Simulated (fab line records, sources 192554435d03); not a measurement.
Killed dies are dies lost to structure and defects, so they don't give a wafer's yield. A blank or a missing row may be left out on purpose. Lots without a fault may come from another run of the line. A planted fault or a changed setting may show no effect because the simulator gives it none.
Split-lot experiment | flow n5_finfet | 7 lots, 39 wafers read, on a route of 1938 steps

THE SPLIT
At N5_MOL_CONTACT_COAG_CVD_140 (deposits W, target thk 66.5 nm, time 215 s), the setting target_thk_a was moved away from the recipe's 665 angstrom on 15 of the 39 wafers read, by -10.5% to +14.2%. The other wafers ran this setting at the recipe's value.

The reading is taken at the split's own step.

THE READING
W_of_MOL_CONTACT_COAG_CVD_140.thk_nm (the simulator's own value, which no gauge read), in nm, at N5_MOL_CONTACT_COAG_CVD_140 (deposits W, target thk 66.5 nm, time 215 s). The file gives no usual value for it. The 24 wafers here that ran the recipe average 66.6 nm, standard deviation 0.53 nm.

wafer  | tool, chamber at the split | target_thk_a as run, angstrom | against the recipe | W_of_MOL_CONTACT_COAG_CVD_140.thk_nm, nm | against lot-mates on the recipe
L077.1 | cvd_w-01, 0                | 599                           | -9.9%              | 60.6                                     | -6.4
L077.2 | cvd_w-01, 1                | 599                           | -9.9%              | 60.4                                     | -6.6
L077.3 | cvd_w-01, 1                | 665                           | recipe             | 67.2                                     | -
L077.4 | cvd_w-01, 0                | 665                           | recipe             | 67.4                                     | -
L077.5 | cvd_w-01, 1                | 599                           | -9.9%              | 59.8                                     | -7.2
L077.6 | cvd_w-01, 0                | 665                           | recipe             | 66.4                                     | -
L081.1 | cvd_w-02, 1                | 665                           | recipe             | 66.6                                     | -
L081.4 | cvd_w-02, 1                | 665                           | recipe             | 66.6                                     | -
L081.2 | cvd_w-02, 0                | 704                           | +5.9%              | 70.4                                     | +3.9
L081.3 | cvd_w-02, 0                | 704                           | +5.9%              | 70.8                                     | +4.3
L081.5 | cvd_w-02, 1                | 665                           | recipe             | 66.2                                     | -
L081.6 | cvd_w-02, 0                | 704                           | +5.9%              | 71.2                                     | +4.7
L080.1 | cvd_w-01, 1,0              | 595.2                         | -10.5%             | 59.4                                     | -6.9
L080.2 | cvd_w-01, 1,0              | 595.2                         | -10.5%             | 59.4                                     | -6.9
L080.3 | cvd_w-01, 0                | 665                           | recipe             | 66                                       | -
L080.4 | cvd_w-01, 1                | 665                           | recipe             | 65.8                                     | -
L080.5 | cvd_w-01, 1                | 665                           | recipe             | 67                                       | -
L080.6 | cvd_w-01, 0                | 595.2                         | -10.5%             | 60.2                                     | -6.1
L088.2 | cvd_w-02, 0                | 665                           | recipe             | 66.8                                     | -
L088.5 | cvd_w-02, 0                | 665                           | recipe             | 66.8                                     | -
L088.3 | cvd_w-02, 0                | 665                           | recipe             | 67.2                                     | -
L092.1 | cvd_w-01, 1                | 665                           | recipe             | 66.8                                     | -
L092.2 | cvd_w-01, 0                | 665                           | recipe             | 66.2                                     | -
L092.6 | cvd_w-01, 0                | 665                           | recipe             | 66.2                                     | -
L092.3 | cvd_w-01, 0                | 665                           | recipe             | 66.4                                     | -
L092.4 | cvd_w-01, 1                | 665                           | recipe             | 67.4                                     | -
L092.5 | cvd_w-01, 1                | 665                           | recipe             | 67                                       | -
L094.1 | cvd_w-02, 1                | 665                           | recipe             | 65.8                                     | -
L094.2 | cvd_w-02, 0                | 665                           | recipe             | 66.2                                     | -
L094.3 | cvd_w-02, 1                | 665                           | recipe             | 65.6                                     | -
L094.4 | cvd_w-02, 0                | 756.7                         | +13.8%             | 76.2                                     | +10.3
L094.5 | cvd_w-02, 0                | 756.7                         | +13.8%             | 74.6                                     | +8.7
L094.6 | cvd_w-02, 1                | 756.7                         | +13.8%             | 76                                       | +10.1
L096.1 | cvd_w-02, 1                | 759.1                         | +14.2%             | 76                                       | +8.9
L096.2 | cvd_w-02, 0                | 665                           | recipe             | 66.8                                     | -
L096.3 | cvd_w-02, 0                | 665                           | recipe             | 67.4                                     | -
L096.4 | cvd_w-02, 1                | 665                           | recipe             | 67                                       | -
L096.5 | cvd_w-02, 0                | 759.1                         | +14.2%             | 75.8                                     | +8.7
L096.6 | cvd_w-02, 1                | 759.1                         | +14.2%             | 76.2                                     | +9.1
Where a row lists several chambers, the file gives one row for several wafers and doesn't say which wafer went through which chamber.

THE FIT
A straight line over all 39 wafers: W_of_MOL_CONTACT_COAG_CVD_140.thk_nm changes by +0.658 nm for each +1% of target_thk_a; r = +0.99; the points scatter about the line by 0.51 nm.
The same after taking each lot's own level away (the mean of its wafers on the recipe; 39 wafers): +0.665 nm for each +1%; r = +0.99; scatter 0.48 nm.
On that fit, the largest move of target_thk_a shifts the reading by 9.4 nm.
The lots' own levels span 65.87 to 67.07 nm, that is 2.3 times the standard deviation above.
So the lot-to-lot level changes the slope little: the two slopes agree.
Check: with one of the wafers moved furthest among these (+14.2%) left out of the fit, the line predicts +9.54 nm for it against its lot-mates. It came out at +8.93 nm against them.

OTHER SPLITS ON THESE WAFERS
These wafers also went through other splits before the reading. Each is held against what the fit with the lots' levels taken away leaves over:
other split on the same wafers               | wafers away from the commonest value | r with W_of_MOL_CONTACT_COAG_CVD_140.thk_nm (lot level and that fit taken away)
N5_PMOS_HMC_CHANNEL_EPI_FIN_RECESS_16 time_s | 9                                    | -0.30
N5_DUMMY_GATE_EXPOSE_12 dose_mj              | 18                                   | +0.01
N5_HKMG_FIN_ETCH_58 target_depth_a           | 12                                   | +0.00
N5_GATE_CUT_ETCH_58 time_s                   | 15                                   | -0.18

THE FILE'S OWN FIT
W_of_MOL_CONTACT_COAG_CVD_140.thk_nm changes by +0.666 nm for each +1% of target_thk_a, r = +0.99.
